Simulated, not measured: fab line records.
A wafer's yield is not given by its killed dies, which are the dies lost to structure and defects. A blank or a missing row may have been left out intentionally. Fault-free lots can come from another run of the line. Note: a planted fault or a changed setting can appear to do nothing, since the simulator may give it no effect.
fab line records | flow nand_harc
record: lots: 12 wafers: 36 last_day: 34
route steps=1302 shown P_ZERO_WELL@26 A_BONDPAD@1220 THIN_TSV@1264 END@1302
lots that met no fault: from a run of the same line without faults
start_h: hours from the record's first day to the start of the lot's first wafer shown | wait_h: time in hours since the lot's previous step | " repeats the value in the row above | L1.1+2: a row that stands for several wafers | - value missing, or start not given | * or withheld: withheld | < > ~ a bound
route shown NAME@n: names a module that has steps shown in the file, with the first one's number in the route | usual: mean/standard deviation taken from wafers without a fault | same: alike in all rows | chamber/n: place in a boat | sites: readings site by site | _std_site: standard deviation across them | _edge_site: the outer-site mean with the inner-site mean subtracted | radius_mm: how far each site lies from the wafer's centre | mask NAME#n: copy n | behind: the tool/chamber that last shaped the wafer | hold: the reason the lot was held/the length of the hold in hours/how it ended | device: whichever transistor did not switch (one of n, p or np) | end of line: the route-end tests of the same wafers | a step given without rows: its recipe and nothing more | killed: dies that structure and defects cost at the first sort, which is not the same as the wafer's yield | map: per-die view of a wafer (x killed, . not killed, _ where there is no die)
set.NAME: the setting the step ran with; set.NAME@STEP: the setting that earlier step ran with | model.NAME: the simulator's own value behind a step, which no gauge read
steps of the route over a sample of lots; a table a step, a row a wafer
services: a tool's chamber out of use, with start hour (start_h, from the record's first day; less than 0 if before it), hours out, and reason
== steps ==
step: NHARC_P_ZERO_WELL_EXPOSE_21
recipe: na: 0.6 target_cd_nm: 720 dose_mj: 22.31 mask_id: P_NWELL
columns lot.wafer tool chamber start_h wait_h mask
L733.2+4+5 krf_scanner-01 0 22.43 - P_NWELL#0
L734.2+3+5 krf_scanner-01 0 32.18 - P_NWELL#0
L735.1+2+4 krf_scanner-01 0 42.33 - P_NWELL#0
L736.2+4+6 krf_scanner-02 0 52.35 - P_NWELL#0
L739.3+4+6 krf_scanner-01 0 82.53 - P_NWELL#0
L741.2+5+6 krf_scanner-01 0 105.11 - P_NWELL#0
L742.1+4+6 krf_scanner-01 0 112.19 - P_NWELL#0
L744.2+3+5 krf_scanner-01 0 132.46 - P_NWELL#0
L750.2+3+6 krf_scanner-03 0 192.31 - P_NWELL#0
L752.2+3+4 krf_scanner-02 0 212.49 - P_NWELL#0
L755.1+3+4 krf_scanner-03 0 242.30 - P_NWELL#0
L756.2+5+6 krf_scanner-02 0 252.33 - P_NWELL#0
step: NHARC_A_BONDPAD_ETCH_12
recipe: target_depth_a: 2200 time_s: 110 chf3_flow_sccm: 50 o2_flow_sccm: 10 ar_flow_sccm: 200 rf_w: 500 bias_w: 200 chemistry: CHF3/O2
usual: chamber_pressure_mTorr: 25.000/0.026 drypump_motor_current_A: 5.5/0.39 oes_product_au: 0.946/0.023 rf_vpp_V: 370.7/2.4 showerhead_plenum_p_Torr: 2.40/0.096 throttle_valve_pct: 20.573/0.0095
columns lot.wafer tool chamber start_h wait_h chamber_pressure_mTorr drypump_motor_current_A oes_product_au rf_hours_counter_h rf_vpp_V showerhead_plenum_p_Torr throttle_valve_pct
L733.2 rie_diel-11 1 - - 24.975 5.7 0.920 34 367.7 2.30 20.569
L733.4 " 2 " " 25.056 5.8 0.923 35 373.6 2.52 20.565
L733.5 " 1 " " 25.034 5.7 0.933 - 367.2 2.30 20.576
L736.2 rie_diel-02 0 - - 24.982 5.7 0.920 24 372.8 2.48 20.585
L736.4 " 1 " " 25.018 5.0 0.935 - 372.6 2.47 20.568
L736.6 " 0 " " 25.017 5.7 0.919 - 372.7 2.48 20.587
L735.1 rie_diel-02 1 - - 24.989 5.0 0.934 27 371.1 2.47 20.552
L735.2 " 2 " " 25.018 5.3 0.914 26 367.7 2.23 20.581
L735.4 " 1 " " 25.014 5.0 0.937 - 372.9 2.47 20.570
L734.2 rie_diel-09 2 - - 25.005 5.3 0.966 1 367.1 2.25 20.571
L734.3 " 0 " " 24.982 4.9 0.958 2 370.9 2.39 20.587
L734.5 " 3 " " 24.991 5.8 0.960 - 371.9 2.43 20.576
L739.4 rie_diel-09 0 - - 25.003 4.9 0.987 3 371.7 2.39 20.577
L739.3 " 2 " " 25.009 5.2 0.962 3 368.6 2.25 20.586
L739.6 " 3 " " 24.964 5.8 0.972 - 372.8 2.43 20.589
L741.2 rie_diel-09 1 - - 25.017 5.8 0.996 3 371.1 2.45 20.586
L741.5 " 2 " " 25.030 5.2 0.952 - 367.2 2.25 20.590
L741.6 " 3 " " 25.018 5.8 0.969 - 371.0 2.43 20.572
L742.1 rie_diel-02 0 - - 24.992 5.7 0.925 10 372.9 2.48 20.572
L742.4 " 1 " " 25.010 5.0 0.938 10 372.8 2.47 20.575
L742.6 " 1 " " 25.009 5.0 0.935 - 372.3 2.47 20.577
L744.2 rie_diel-11 0 - - 25.019 5.7 0.981 4 375.1 2.58 20.573
L744.3 " 1 " " 25.000 5.7 0.965 4 369.5 2.29 20.581
L744.5 " 3 " " 25.023 5.1 0.966 - 374.7 2.53 20.571
L750.2 rie_diel-02 2 - - 25.024 5.3 0.923 25 365.5 2.23 20.572
L750.3 " 3 " " 25.003 6.1 0.918 23 373.6 2.48 20.562
L750.6 " 1 " " 24.970 5.0 0.930 - 371.8 2.46 20.582
L752.4 rie_diel-09 2 - - 24.970 5.2 0.965 1 367.4 2.25 20.569
L752.2 " 3 " " 25.029 5.9 0.975 1 371.1 2.43 20.568
L752.3 " 0 " " 24.989 4.9 0.971 1 371.3 2.39 20.571
L756.2 rie_diel-09 0 - - 24.988 4.9 0.950 2 370.3 2.39 20.564
L756.6 " 3 " " 25.029 5.9 0.961 - 371.2 2.43 20.564
L756.5 " 0 " " 25.014 4.9 0.949 - 370.0 2.39 20.570
L755.1 rie_diel-11 2 - - 25.023 5.8 0.929 44 370.4 2.49 20.579
L755.4 " 3 " " 25.005 5.2 0.933 50 374.0 2.51 20.558
L755.3 " 1 " " 24.946 5.7 0.915 48 367.3 2.27 20.562
step: NHARC_A_BONDPAD_THK_MEAS_20
recipe: thk_meas_gauge: xrf
usual: thk_nm: 170.0/1.4
columns lot.wafer tool chamber start_h wait_h thk_nm
L733.2 film_metro-01 - 537.92 - 171.4
L733.4 " - " " 169.0
L733.5 " - " " 171.1
L736.2 film_metro-02 - 557.42 - 169.9
L736.4 " - " " 170.1
L736.6 " - " " 169.1
L735.1 film_metro-01 - 557.95 - 168.9
L735.2 " - " " 169.7
L735.4 " - " " 170.5
L734.2 film_metro-01 - 559.16 - 168.9
L734.3 " - " " 170.9
L734.5 " - " " 170.9
L739.3 film_metro-01 - 594.76 - 170.8
L739.4 " - " " 169.2
L739.6 " - " " 169.2
L741.2 film_metro-02 - 617.53 - 169.8
L741.5 " - " " 170.7
L741.6 " - " " 167.3
L742.1 film_metro-01 - 623.03 - 167.4
L742.4 " - " " 169.6
L742.6 " - " " 168.9
L744.2 film_metro-02 - 640.89 - 171.8
L744.3 " - " " 169.0
L744.5 " - " " 172.9
L750.2 film_metro-01 - 716.08 - 170.1
L750.3 " - " " 169.9
L750.6 " - " " 172.2
L752.2 film_metro-01 - 729.81 - 173.9
L752.3 " - " " 170.3
L752.4 " - " " 171.2
L756.2 film_metro-01 - 765.06 - 171.0
L756.5 " - " " 170.3
L756.6 " - " " 168.5
L755.1 film_metro-01 - 774.64 - 171.4
L755.3 " - " " 169.1
L755.4 " - " " 170.6
step: NHARC_THIN_TSV_CD_MEAS_16
usual: cd_nm: 1000.5/1.8
columns lot.wafer tool chamber start_h wait_h cd_nm
L733.2 cd_sem-01 - 551.75 0.1 1002.5
L733.4 " - " " 1000.0
L733.5 " - " " 998.3
L736.2 cd_sem-01 - 571.15 0.1 999.8
L736.4 " - " " 1000.7
L736.6 " - " " 1000.9
L734.2 cd_sem-01 - 572.54 0.1 999.1
L734.3 " - " " 999.2
L734.5 " - " " 997.8
L735.1 cd_sem-01 - 573.52 0.1 1000.2
L735.2 " - " " 1004.4
L735.4 " - " " 999.7
L739.3 cd_sem-03 - 608.21 0.1 1000.8
L739.4 " - " " 1000.4
L739.6 " - " " 999.1
L741.2 cd_sem-03 - 634.48 0.1 1000.7
L741.5 " - " " 999.7
L741.6 " - " " 1003.6
L742.1 cd_sem-03 - 635.68 0.1 998.0
L742.4 " - " " 1000.3
L742.6 " - " " 997.8
L744.2 cd_sem-03 - 654.21 0.1 998.8
L744.3 " - " " 999.6
L744.5 " - " " 1002.0
L750.2 cd_sem-02 - 728.79 0.1 1004.6
L750.3 " - " " 1001.0
L750.6 " - " " 1000.9
L752.2 cd_sem-01 - 747.65 0.1 1000.2
L752.3 " - " " 1001.0
L752.4 " - " " 999.9
L756.2 cd_sem-02 - 779.87 0.1 998.5
L756.5 " - " " 1001.0
L756.6 " - " " 998.9
L755.1 cd_sem-02 - 792.05 0.1 1002.4
L755.3 " - " " 999.9
L755.4 " - " " 998.1
step: NHARC_END_SORT_01
recipe: temp_c: 25
usual: killed_at_array: 52/17 killed_at_other: 0.9/1.2 killed_at_periphery: 3.9/2.7 killed_dies: 57/16 killed_open: 3.3/1.9 killed_short: 2.5/1.5
same: gross_dies: 677
columns lot.wafer tool chamber start_h wait_h hold killed_at_array killed_at_other killed_at_periphery killed_dies killed_open killed_short
L742.1 prober-02 0 654.81 2.5 await_dispo/1.8h/scrap 57 3 617 677 3 2
L742.4 prober-02 0 657.23 3.4 await_dispo/1.8h/scrap 48 2 627 677 4 1
L742.6 prober-02 0 658.83 4.0 await_dispo/1.8h/scrap 55 2 620 677 3 2
L744.2 prober-01 0 670.54 2.8 await_dispo/3.7h/scrap 51 0 626 677 4 4
L744.3 prober-01 0 671.34 3.1 await_dispo/3.7h/scrap 67 0 610 677 2 0
L744.5 prober-01 0 672.92 3.7 await_dispo/3.7h/scrap 50 2 625 677 4 3
killed by level:class
L742.1 P_ZERO_WELL:overlay=611 A_CHANNEL_HOLE_D1:chamber_film_flake=35 A_CONTACT:chamber_film_flake=9 A_CHANNEL_HOLE_D2:chamber_film_flake=7 A_SLIT:chamber_film_flake=3 THIN_TSV:chamber_film_flake=3 P_CONTACT:geometric_particle:open=2 P_STI:chamber_film_flake=2
L742.4 P_ZERO_WELL:overlay=622 A_CHANNEL_HOLE_D1:chamber_film_flake=30 A_CHANNEL_HOLE_D2:chamber_film_flake=7 A_CONTACT:chamber_film_flake=7 P_STI:chamber_film_flake=3 THIN_TSV:chamber_film_flake=2 P_GATE:geometric_particle:open=1 P_CONTACT:geometric_particle:open=1
L742.6 P_ZERO_WELL:overlay=615 A_CHANNEL_HOLE_D1:chamber_film_flake=29 A_CHANNEL_HOLE_D2:chamber_film_flake=12 A_CONTACT:chamber_film_flake=6 P_STI:chamber_film_flake=4 A_CHANNEL_FILL_D1:chamber_film_flake=2 THIN_TSV:chamber_film_flake=2 A_ONON_D1:geometric_particle:open=1
L744.2 P_ZERO_WELL:overlay=623 A_CHANNEL_HOLE_D1:chamber_film_flake=33 A_CHANNEL_HOLE_D2:chamber_film_flake=7 A_CHANNEL_FILL_D2:geometric_particle:open=2 A_CONTACT:chamber_film_flake=2 P_GATE:geometric_particle:short=1 A_CHANNEL_HOLE_D1:geometric_particle:short=1 A_CHANNEL_FILL_D1:geometric_particle:open=1
L744.3 P_ZERO_WELL:overlay=609 A_CHANNEL_HOLE_D1:chamber_film_flake=37 A_CHANNEL_HOLE_D2:chamber_film_flake=18 A_STAIRCASE:chamber_film_flake=3 A_M1:chamber_film_flake=3 A_ONON_D1:geometric_particle:open=1 A_CHANNEL_HOLE_D2:geometric_particle:open=1 P_GATE:chamber_film_flake=1
L744.5 P_ZERO_WELL:overlay=619 A_CHANNEL_HOLE_D1:chamber_film_flake=26 A_CHANNEL_HOLE_D2:chamber_film_flake=7 A_M1:chamber_film_flake=5 P_BONDPAD:chamber_film_flake=4 P_ZERO_WELL:chamber_film_flake=2 A_WL_FILL:chamber_film_flake=2 A_CHANNEL_FILL_D1:geometric_particle:short=1
== services ==
columns tool chamber start_h hours kind
krf_scanner-01 - 11.17 0.2 repair
rie_diel-09 0 37.73 6.6 repair
rie_diel-02 - 39.92 9.0 pm
rie_diel-09 3 76.18 3.1 repair
rie_diel-02 3 78.77 13.6 repair
rie_diel-09 - 110.45 0.4 repair
krf_scanner-01 - 140.00 4.0 pm
rie_diel-09 - 143.10 9.0 pm
rie_diel-09 2 170.64 4.4 repair
rie_diel-09 2 286.71 44.4 repair
krf_scanner-01 - 312.00 4.0 pm
rie_diel-09 - 320.10 9.0 pm
krf_scanner-01 - 360.23 5.0 repair
rie_diel-09 3 396.33 8.1 repair
krf_scanner-01 - 397.94 4.2 repair
krf_scanner-01 - 484.00 4.0 pm
rie_diel-09 - 497.10 9.0 pm
krf_scanner-01 - 636.47 0.2 repair
rie_diel-09 0 649.69 4.2 repair
krf_scanner-01 - 656.00 4.0 pm
rie_diel-09 - 674.10 9.0 pm
krf_scanner-01 - 675.90 2.8 repair
rie_diel-09 1 692.03 4.5 repair
rie_diel-09 - 702.92 3.7 repair
== key ==
first_sign: step: NHARC_END_SORT_01 reading: killed_at_periphery direction: up sigmas: 99+ usual: 3.9 struck: 620.8
effect: step: NHARC_END_SORT_01 reading: killed_dies direction: up sigmas: 38 usual: 57 struck: 677
more_kills_born_at: NHARC_P_ZERO_WELL_EXPOSE_21@krf_scanner-01: 3699
met_at NHARC_P_ZERO_WELL_EXPOSE_21
struck_lots L742,L744
tester_left_out L742,L744
not_acting_at NHARC_A_BONDPAD_ETCH_12,NHARC_A_BONDPAD_THK_MEAS_20,NHARC_THIN_TSV_CD_MEAS_16
onset_between 105.11 112.19
fault: kind: scanner_matching_overlay tool: krf_scanner-01 chamber: - onset_h: 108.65 steps: NHARC_P_ZERO_WELL_EXPOSE_21 offset: 255.51
tester_left_out: of these lots the tester's yield and bins aren't shown, on N5 and GAA mostly nor the transistor test; their killed dies are dies lost to structure and defects alone, not to doping, threshold or leakage, so they don't give the yield
